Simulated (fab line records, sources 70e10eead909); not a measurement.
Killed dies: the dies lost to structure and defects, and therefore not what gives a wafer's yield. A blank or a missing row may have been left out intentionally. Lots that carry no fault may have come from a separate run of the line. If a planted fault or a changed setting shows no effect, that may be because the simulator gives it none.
Which tool did it? -- flow nand-harc -- Sampling: 13 lots, 39 wafers, 4 of 1159 route steps

== WHAT EACH GAUGE READ, for each wafer ==
NHARC_P_ZERO_WELL_CD_MEAS_24 targets a cd of 720 nm.
lot,measured,on,cd-nm (nm)
L660,day 1 14:21,cd-sem-02,719.5 718.7 720.1
L661,day 1 20:28,cd-sem-02,721.9 721.4 721.0
L664,day 2 14:39,cd-sem-03,718.1 717.2 717.4
L667,day 3 08:39,cd-sem-01,718.9 719.6 719.5
L668,day 3 14:30,cd-sem-01,718.2 721.0 719.0
L669,day 3 20:37,cd-sem-01,709.7 708.1 709.5
L672,day 4 14:43,cd-sem-03,719.1 719.3 719.6
L677,day 5 20:41,cd-sem-03,720.8 720.6 720.7
L678,day 6 02:27,cd-sem-01,719.2 720.7 718.5
L679,day 6 08:35,cd-sem-01,719.7 720.2 720.6
L680,day 6 14:55,cd-sem-01,717.8 720.7 717.7
L682,day 7 02:38,cd-sem-02,722.3 720.8 721.5
L683,day 7 08:36,cd-sem-01,719.1 720.6 719.2

NHARC_P_GATE_CD_MEAS_26 targets a cd of 120 nm.
lot,measured,on,cd-nm (nm)
L660,day 4 07:30,cd-sem-02,120.3 120.5 120.1
L661,day 4 22:41,cd-sem-01,120.0 120.0 119.9
L664,day 5 17:17,cd-sem-02,119.2 119.9 119.8
L667,day 6 13:27,cd-sem-03,119.7 120.4 120.1
L668,day 6 19:42,cd-sem-02,120.2 120.7 120.2
L669,day 7 03:52,cd-sem-02,119.5 119.9 120.6
L672,day 8 03:00,cd-sem-02,119.7 119.5 119.2
L677,day 9 04:08,cd-sem-01,119.8 120.3 119.7
L678,day 9 03:28,cd-sem-01,120.8 120.1 120.0
L679,day 9 22:28,cd-sem-01,120.2 120.6 119.5
L680,day 9 21:49,cd-sem-02,119.6 120.1 119.2
L682,day 10 05:11,cd-sem-03,120.6 120.7 120.8
L683,day 10 05:49,cd-sem-01,119.4 119.6 120.4

== WHAT TOOL EACH LOT RAN ON (gives the tool, then ch and the chambers of the sampled wafers, and finally the start) ==
lot,NHARC_P_ZERO_WELL_EXPOSE_21,NHARC_P_GATE_DEP_103
L660,"krf-scanner-01 ch 0, day 1 14:13","pecvd-03 ch 0,1,2, day 4 06:54"
L661,"krf-scanner-01 ch 0, day 1 20:19","pecvd-01 ch 1,2, day 4 21:58"
L664,"krf-scanner-01 ch 0, day 2 14:29","pecvd-01 ch 0,1, day 5 16:36"
L667,"krf-scanner-04 ch 0, day 3 08:30","pecvd-01 ch 0,1,2, day 6 12:54"
L668,"krf-scanner-04 ch 0, day 3 14:20","pecvd-01 ch 1,2, day 6 19:11"
L669,"krf-scanner-01 ch 0, day 3 20:28","pecvd-01 ch 0,1, day 7 03:20"
L672,"krf-scanner-02 ch 0, day 4 14:33","pecvd-04 ch 1,2, day 8 02:17"
L677,"krf-scanner-02 ch 0, day 5 20:32","pecvd-01 ch 0,1,2, day 9 03:40"
L678,"krf-scanner-04 ch 0, day 6 02:18","pecvd-01 ch 1,2, day 9 02:53"
L679,"krf-scanner-01 ch 0, day 6 08:26","pecvd-04 ch 1,2, day 9 21:56"
L680,"krf-scanner-02 ch 0, day 6 14:46","pecvd-04 ch 0,2, day 9 21:17"
L682,"krf-scanner-02 ch 0, day 7 02:29","pecvd-01 ch 0,1,2, day 10 04:37"
L683,"krf-scanner-04 ch 0, day 7 08:26","pecvd-04 ch 0,1, day 10 05:16"
- NHARC_P_ZERO_WELL_EXPOSE_21: exposes mask P NWELL, target cd 720 nm.
- NHARC_P_GATE_DEP_103: deposits SiON, target thk 30 nm.

== AS READ BY THE TOOLS THEMSELVES (means over the sampled wafers that have a number; for cases with no such wafer, the mark the record gives instead) ==
NHARC_P_GATE_DEP_103.
lot,tool,heater-power-w (W)
L660,pecvd-03,768
L661,pecvd-01,700
L664,pecvd-01,667
L667,pecvd-01,688
L668,pecvd-01,695
L669,pecvd-01,681
L672,pecvd-04,669
L677,pecvd-01,705
L678,pecvd-01,658
L679,pecvd-04,776
L680,pecvd-04,831
L682,pecvd-01,699
L683,pecvd-04,680

== THE ANSWER, worked out from the rows above alone ==
Rule: the usual values come from the lots themselves. Put in order of their means at a reading, lots are off if they are a third of the lots or fewer, leave a main group of 4 or more, and stand apart from it by a gap of 3 or more times the standard deviation of the main group's means; of several such gaps the widest counts. A main group whose means are all the same, to the digits that the tables above print for the reading, isn't used. Also off: a lot with no number at a reading for which 4 or more lots have one. Where the step has rows for the other lots, those lots are counted as sound. After the gauges, taken in route order, come the tools' own readings; for these a lot's mean is taken, as printed above. At the first step where some lot is off, the reading lying furthest off is the one used; lots without a number count as furthest.
Off: L669, at NHARC_P_ZERO_WELL_CD_MEAS_24 (cd-nm). For the main group the mean is 719.7 nm and the standard deviation 1.1.
If a tool, at a process step before that reading, ran all the lots that are off and no sound lot after the first of them, it fits. Gauges at NHARC_P_ZERO_WELL_CD_MEAS_24: tried the same way as those tools. Of those tried, none fits.

== WHAT THE SIMULATOR HAD PUT IN ==
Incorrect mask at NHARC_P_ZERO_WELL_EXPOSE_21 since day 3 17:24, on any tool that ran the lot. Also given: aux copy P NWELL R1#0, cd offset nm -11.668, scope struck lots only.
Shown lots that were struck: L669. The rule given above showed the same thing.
